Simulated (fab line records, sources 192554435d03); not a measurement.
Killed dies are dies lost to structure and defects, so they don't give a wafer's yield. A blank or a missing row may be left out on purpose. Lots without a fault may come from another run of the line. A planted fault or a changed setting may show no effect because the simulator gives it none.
Split-lot experiment | flow n5_finfet | 7 lots, 21 wafers read, on a route of 1938 steps

THE SPLIT
At N5_WELL_APT_EXPOSE_22 (exposes mask PWELL, defocus 0 nm, target cd 200 nm), the setting dose_mj was moved away from the recipe's 23.2 on 5 of the 21 wafers read, by -6.6% to +5.0%. The other wafers ran this setting at the recipe's value.

FROM THE SPLIT TO THE READING: what the file shows between them, 2 steps
- N5_WELL_APT_DEVELOP_24: develop time 45 s (also split here: develop_time_s)
- N5_WELL_APT_HARDBAKE_29: time 120 s

THE READING
cd_nm, in nm, at N5_WELL_APT_CD_MEAS_25 (target cd 200 nm). Fault-free wafers of this fab line usually give 200.1 nm, standard deviation 1.7 nm.

wafer  | tool, chamber at the split | dose_mj as run | against the recipe | cd_nm, nm | against lot-mates on the recipe
L075.1 | krf_scanner-02, 0          | 23.2           | recipe             | 202.1     | -
L075.3 | krf_scanner-02, 0          | 23.2           | recipe             | 199.5     | -
L075.5 | krf_scanner-02, 0          | 23.2           | recipe             | 197.8     | -
L076.1 | krf_scanner-02, 0          | 23.2           | recipe             | 199.3     | -
L076.2 | krf_scanner-02, 0          | 23.2           | recipe             | 200.7     | -
L076.4 | krf_scanner-02, 0          | 23.2           | recipe             | 199.9     | -
L079.1 | krf_scanner-02, 0          | 23.2           | recipe             | 200.5     | -
L079.2 | krf_scanner-02, 0          | 23.2           | recipe             | 198.8     | -
L079.4 | krf_scanner-02, 0          | 23.2           | recipe             | 202.0     | -
L084.4 | krf_scanner-02, 0          | 23.2           | recipe             | 198.9     | -
L084.5 | krf_scanner-02, 0          | 21.68          | -6.6%              | 185.8     | -12.6
L084.6 | krf_scanner-02, 0          | 23.2           | recipe             | 198.0     | -
L088.1 | krf_scanner-02, 0          | 21.87          | -5.7%              | 190.5     | -10.8
L088.2 | krf_scanner-02, 0          | 21.87          | -5.7%              | 187.3     | -14.0
L088.4 | krf_scanner-02, 0          | 23.2           | recipe             | 201.3     | -
L094.1 | krf_scanner-02, 0          | 23.2           | recipe             | 201.2     | -
L094.5 | krf_scanner-02, 0          | 23.2           | recipe             | 201.3     | -
L094.6 | krf_scanner-02, 0          | 23.2           | recipe             | 203.2     | -
L096.1 | krf_scanner-01, 0          | 24.37          | +5.0%              | 211.3     | +13.0
L096.4 | krf_scanner-01, 0          | 23.2           | recipe             | 198.3     | -
L096.6 | krf_scanner-01, 0          | 24.37          | +5.0%              | 211.0     | +12.7

THE FIT
A straight line over all 21 wafers: cd_nm changes by +2.1 nm for each +1% of dose_mj; r = +0.97; the points scatter about the line by 1.6 nm.
The same after taking each lot's own level away (the mean of its wafers on the recipe; 21 wafers): +2.24 nm for each +1%; r = +0.98; scatter 1.3 nm.
On that fit, the largest move of dose_mj shifts the reading by 15 nm.
The lots' own levels span 198.30 to 201.90 nm, that is 2.1 times the standard deviation above.
So the lot-to-lot level changes the slope little: the two slopes agree.
Check: with one of the wafers moved furthest among these (-6.6%) left out of the fit, the line predicts -15.1 nm for it against its lot-mates. It came out at -12.6 nm against them.

OTHER SPLITS ON THESE WAFERS
These wafers also went through other splits before the reading. Each is held against what the fit with the lots' levels taken away leaves over:
other split on the same wafers        | wafers away from the commonest value | r with cd_nm (lot level and that fit taken away)
N5_ZERO_LAYER_EXPOSE_08 dose_mj       | 5                                    | -0.04
N5_WELL_APT_COAT_02 spin_rpm          | 9                                    | +0.30
N5_WELL_APT_DEVELOP_24 develop_time_s | 2                                    | -0.23

THE WHOLE CHAIN: every reading that the file lists as answering this split, in the file's order
step                   | what it does             | reading                                                         | change (the file's fit)              | r (the file's)
N5_WELL_APT_CD_MEAS_25 | target cd 200 nm         | cd_nm                                                           | +2.17 nm for each +1% of the setting | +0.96
N5_WELL_APT_DESCUM_30  | chemistry O2, time 7.9 s | WELL_APT.cd_nm (the simulator's own value, which no gauge read) | +2.18 nm for each +1% of the setting | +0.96

THE FILE'S OWN FIT
cd_nm changes by +2.17 nm for each +1% of dose_mj, r = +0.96.
